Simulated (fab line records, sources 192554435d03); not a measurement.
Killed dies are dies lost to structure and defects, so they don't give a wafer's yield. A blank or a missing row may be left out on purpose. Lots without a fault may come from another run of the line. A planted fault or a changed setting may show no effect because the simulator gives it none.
A struck lot beside a sound one | flow n5_finfet | 17 steps out of a route of 1938
Sound: wafers L206.1, L206.2, L206.5. Struck: wafers L198.4, L198.5. The cause comes at the end.
At each step with rows: each side's tool, then ch and its chambers, then its first start. Under that, the readings that differ: sound wafers | struck wafers | difference of the means | sigmas: that difference in standard deviations of wafers without a fault.
alike: readings whose means differ by less than 2 such deviations, and words and numbers that are the same on both sides. not compared: withheld readings, readings that some wafer has no value for, bounds like >300 that may hide the same value, and numbers for which the record gives no deviation and whose values overlap.
The two part at a step that has a row with sigmas, a row that says differs or no value, or rows on one side only. Numbers that don't overlap but have no deviation are shown without sigmas and don't part them. A reading that every wafer of one side lacks parts them only if that side has two wafers or more.

N5_BEOL_M5_ALD_86: deposits TaN, pulse time 2 s, purge time 3 s, co reactant purge time 2 s.
  sound on ald_metal-02 ch 0,1, day 14 02:23; struck on ald_metal-02 ch 2, day 12 02:11
  alike: heater_power_w, precursor_vessel_temp_c
  not compared: since_wet_clean_h
N5_BEOL_M5_SURFACE_TREAT_87:
  sound on pvd_sputter-02, day 14 02:41; struck on pvd_sputter-01, day 12 02:26
  not compared: throttle_valve_pct
then, 2 steps without rows for these wafers: N5_BEOL_M5_CVD_47 (deposits Co from CCTBA/H2, target thk 3 nm, time 216 s); N5_BEOL_M5_SPUTTER_48 (material Cu, target thk 15 nm, time 27.62 s).
N5_BEOL_M5_ANNEAL_49: time 1800 s.
  sound on pvd_sputter-01, day 14 02:59; struck on pvd_sputter-03, day 12 02:49
  alike: heater_power_w
then, 2 steps without rows for these wafers: N5_BEOL_M5_SPUTTER_81 (material Cu, target thk 15 nm, time 27.62 s); N5_BEOL_M5_ANNEAL_82 (time 1800 s).
N5_BEOL_M5_SPUTTER_83: material Cu, target thk 15 nm, time 27.62 s.
  sound on pvd_sputter-01, day 14 05:05; struck on pvd_sputter-03, day 12 04:55
  alike: chamber_pressure_pa, substrate_temp_c, throttle_valve_pct
then, 1 step without rows for these wafers: N5_BEOL_M5_ANNEAL_84 (time 1800 s).
N5_BEOL_M5_SPUTTER_88: material Cu, target thk 15 nm, time 27.62 s.
  sound on pvd_sputter-01, day 14 06:10; struck on pvd_sputter-03, day 12 06:00
  alike: chamber_pressure_pa, substrate_temp_c, throttle_valve_pct
then, 2 steps without rows for these wafers: N5_BEOL_M5_ANNEAL_89 (time 1800 s); N5_BEOL_M5_SPUTTER_90 (material Cu, target thk 4.5 nm, time 8.29 s).
N5_BEOL_M5_ECD_50: material Cu, target thk 300 nm.
  sound on ecd_cu-02 ch 0,1, day 14 07:23; struck on ecd_cu-01 ch 1, day 12 07:13
  reading                                | sound             | struck      | difference | sigmas
  model.Cu_of_BEOL_M5_ECD_50.thk_nm (nm) | 300.8 300.8 299.4 | 180.8 179.8 | -120.0     |
then, 1 step without rows for these wafers: N5_BEOL_M5_ANNEAL_51 (time 90 s).
N5_BEOL_M5_CMP_52: polishes, stops on SiCOH lowk, t overpolish 6.9 s, target thk 62 nm.
  sound on cmp-01 ch 0,1, day 14 07:48; struck on cmp-03 ch 0,3, day 12 07:41
  reading                | sound    | struck | difference | sigmas
  time_to_endpoint_s (s) | 63 62 67 | 43 41  | -22        | -6
  alike: motor_current_A
N5_BEOL_M5_THK_MEAS_53: measures by xrf.
  sound on film_metro-01, day 14 08:04; struck on film_metro-01, day 12 07:58
  alike: M5_THK
then, 1 step without rows for these wafers: N5_PASSIVATION_PROBE_49.

WHERE THEY PART
Only at N5_BEOL_M5_CMP_52, within this record. Later steps at which nothing parts them and some readings are alike: N5_BEOL_M5_THK_MEAS_53.

WHY: what the simulator had put in
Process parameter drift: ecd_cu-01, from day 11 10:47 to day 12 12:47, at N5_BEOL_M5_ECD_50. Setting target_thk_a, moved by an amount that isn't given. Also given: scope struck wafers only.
